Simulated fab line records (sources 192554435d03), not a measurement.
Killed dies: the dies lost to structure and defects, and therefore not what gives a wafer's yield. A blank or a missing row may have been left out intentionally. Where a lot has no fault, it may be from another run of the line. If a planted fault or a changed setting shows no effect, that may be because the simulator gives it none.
Struck lot and sound lot, side by side | flow n5Finfet | 37 steps out of a route of 1938
Sound: wafers L826.3, L826.5, L826.6. Struck: wafer L836.2. Last of all comes the cause.
At each step with rows: each side's tool, then ch and its chambers, then its first start. Under that, the readings that differ: sound wafers | struck wafers | difference of the means | sigmas: that difference in standard deviations of wafers without a fault.
alike: readings with means less than 2 such deviations apart, plus words and numbers identical on both sides. not compared: withheld readings, readings lacking a value on some wafer, bounds such as >300 that could conceal the same value, and numbers that have no deviation in the record and whose values overlap.
A row with sigmas, a row that says differs or no value, or rows on one side alone: a step with any of these is where the two part. When numbers do not overlap yet have no deviation, they are printed without sigmas and do not part them. A reading that every wafer of one side lacks parts them only if that side has two wafers or more.

N5_BEOL_M8_CD_MEAS_28: the cd target is 40 nm.
  sound on cdSem-03 ch 0, day 12 10:58; struck on cdSem-01 ch 0, day 14 09:26
  alike: cdNm
N5_BEOL_M8_OVL_MEAS_29:
  sound on overlay-02 ch 0, day 12 11:01; struck on overlay-01 ch 0, day 14 09:29
  alike: V7_OVL
N5_BEOL_M8_INSPECT_30: inspects for defects (brightfield).
  sound on defectInspect-01 at day 12 11:04; struck on defectInspect-02 at day 14 09:32
  alike: rawDefectCount
N5_BEOL_M8_DESCUM_33: chemistry O2, time 7 s.
  sound on rieDiel-03 ch 0,1,2, day 12 11:06; struck on rieDiel-03 ch 3, day 14 09:34
  alike: chamberPressureMTorr, drypumpMotorCurrentA, oesProductAu, rfVppV, showerheadPlenumPTorr, throttleValvePct
  not compared: rfHoursCounterH
then, 5 steps without rows for these wafers: N5_BEOL_M8_ETCH_72 (etches underlayer in N2/H2, target depth 6.5 nm, time 5.2 s); N5_BEOL_M8_ETCH_65 (etches SiARC in CF4, target depth 15.6 nm, time 26 s); N5_BEOL_M8_ETCH_66 (etches SOC in N2/H2, target depth 80 nm, overetch 16 nm, time 120 s); N5_BEOL_M8_STRIP_69 (strips in N2/H2); N5_BEOL_M8_STRIP_73 (strips in N2/H2).
N5_BEOL_M8_VIA_ETCH_34: etches SiCOH lowk in C4F6/O2, target depth 125.5 nm, time 50.5 s.
  sound on rieDiel-03 ch 0,1,2, day 12 11:17; struck on rieDiel-03 ch 3, day 14 09:45
  alike: biasW, chamberPressureMTorr, drypumpMotorCurrentA, oesProductAu, rfVppV, showerheadPlenumPTorr, throttleValvePct
  not compared: rfHoursCounterH
then, 2 steps without rows for these wafers: N5_BEOL_M8_STRIP_76 (strips in C4F6/O2); N5_BEOL_M8_STRIP_36 (strips in N2/H2).
N5_BEOL_M8_TRENCH_ETCH_37: etches SiCOH lowk in C4F6/O2, target depth 93.478 nm, time 31.2 s.
  sound on rieDiel-03 ch 0,1,2, day 12 11:22; struck on rieDiel-03 ch 3, day 14 09:50
reading                                   | sound             | struck | difference | sigmas
biasW (W)                                 | 185.1 185.0 185.4 | 122.5  | -62.7      | -99 or more
oesProductAu (a.u.)                       | 0.74 0.94 0.98    | 0.64   | -0.25      | -2
rfVppV (V)                                | 647 647 658       | 466    | -185       | -12
model.etch.depthNm (nm)                   | 91.25 94.87 94.44 | 84.4   | -9.1       | 
model.BEOL_M8.featureDepthNm (nm)         | 91.2 94.8 94.4    | 84.4   | -9.1       | 
model.TiN_of_BEOL_M8_HM_DEP_02.thkNm (nm) | 17.2 17 17.2      | 17.8   | +0.7       | 
  alike: chamberPressureMTorr, drypumpMotorCurrentA, showerheadPlenumPTorr, throttleValvePct
  not compared: rfHoursCounterH
then, 2 steps without rows for these wafers: N5_BEOL_M8_ETCH_41 (etches SiCN in CH3F/O2, target depth 31.9 nm, time 57.8 s); N5_BEOL_M8_STRIP_80 (strips in N2/H2, time 10 s).
N5_BEOL_M8_OCD_MEAS_38:
  sound on ocd-02 at day 12 11:32; struck on ocd-02 at day 14 10:00
reading            | sound          | struck | difference | sigmas
trenchDepthNm (nm) | 91.9 95.0 94.6 | 84.1   | -9.7       | -6
then, 4 steps without rows for these wafers: N5_BEOL_M8_HM_STRIP_39 (strips TiN in peroxide tin strip, target depth 25 nm, time 158 s); N5_BEOL_M8_SRD_40 (time 30 s); N5_BEOL_M8_PRECLEAN_42 (cleans in residue remover, time 60 s); N5_BEOL_M8_SRD_43 (time 30 s).
N5_BEOL_M8_CD_MEAS_35: the cd target is 40 nm.
  sound on cdSem-02 at day 12 11:41; struck on cdSem-02 at day 14 10:09
  alike: cdNm
then, 1 step without rows for these wafers: N5_BEOL_M8_CURE_75 (cures SiCOH lowk, time 120 s).
N5_BEOL_M8_DEGAS_44: time 60 s.
  sound on pvdSputter-02 at day 12 13:41; struck on pvdSputter-01 at day 14 10:33
  alike: heaterPowerW
N5_BEOL_M8_PRE_CLEAN_45: time 30 s.
  sound on pvdSputter-02 at day 12 13:43; struck on pvdSputter-01 at day 14 10:35
  alike: heaterPowerW
then, 6 steps without rows for these wafers: N5_BEOL_M8_ALD_77 (deposits TaN, target thk 2 nm, pulse time 2 s, purge time 3 s); N5_BEOL_M8_SURFACE_TREAT_79; N5_BEOL_M8_CVD_78 (deposits Co from CCTBA/H2, target thk 2 nm, time 142.3 s); N5_BEOL_M8_SPUTTER_48 (material Cu, target thk 10 nm, time 1.667 s); N5_BEOL_M8_ECD_50 (material Cu, target thk 300 nm); N5_BEOL_M8_ANNEAL_51 (time 90 s).
N5_BEOL_M8_CMP_52: polishes, stops on SiCOH lowk, t overpolish 6.9 s, target thk 80 nm.
  sound on cmp-03 ch 1,2, day 12 15:08; struck on cmp-04 ch 2, day 14 12:17
reading                               | sound        | struck | difference | sigmas
model.Cu_of_BEOL_M8_ECD_50.thkNm (nm) | 78.2 80 81.4 | 72.4   | -7.5       | 
  alike: barrierFieldEndpointS, motorCurrentA, overpolishRunS, timeToEndpointS
N5_BEOL_M8_THK_MEAS_53: measures by xrf.
  sound on filmMetro-02 at day 12 15:25; struck on filmMetro-01 at day 14 12:35
reading     | sound          | struck | difference | sigmas
M8_THK (nm) | 77.7 79.0 80.5 | 71.8   | -7.3       | -4
then, 1 step without rows for these wafers: N5_BEOL_M8_PRE_CLEAN_55 (time 15 s).
N5_BEOL_M8_DEP_56: deposits SiCN from 3MS/NH3, target thk 10 nm, time 17.5 s.
  sound on pecvd-03 ch 0,1, day 12 15:29; struck on pecvd-01 ch 0, day 14 12:38
reading                      | sound             | struck | difference | sigmas
showerheadPlenumPTorr (Torr) | 3.682 3.690 3.679 | 3.632  | -0.052     | -3
showerheadVppV (V)           | 975 996 850       | 847    | -93        | -2
  alike: throttleValvePct
N5_BEOL_M8_RS_MEAS_57: the measuring method here is four-point-probe.
  sound on filmMetro-01 at day 12 15:34; struck on filmMetro-01 at day 14 12:43
reading        | sound             | struck | difference | sigmas
M8_RS (ohm/sq) | 0.293 0.285 0.280 | 0.321  | +0.035     | +4
N5_BEOL_M8_INSPECT_58: inspects for defects (darkfield).
  sound on defectInspect-02 at day 12 15:35; struck on defectInspect-02 at day 14 12:44
reading        | sound     | struck | difference | sigmas
rawDefectCount | 69 70 104 | 127    | +46        | +2
N5_PASSIVATION_PROBE_49:
  sound wafers here have rows in the record (prober-02, day 15 12:12); struck ones have none

## WHERE THEY PART
Last at N5_PASSIVATION_PROBE_49 as far as this record goes, first at N5_BEOL_M8_TRENCH_ETCH_37.

WHY: the cause the simulator had injected
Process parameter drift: rieDiel-03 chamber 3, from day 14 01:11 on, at N5_BEOL_M8_TRENCH_ETCH_37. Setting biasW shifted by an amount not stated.
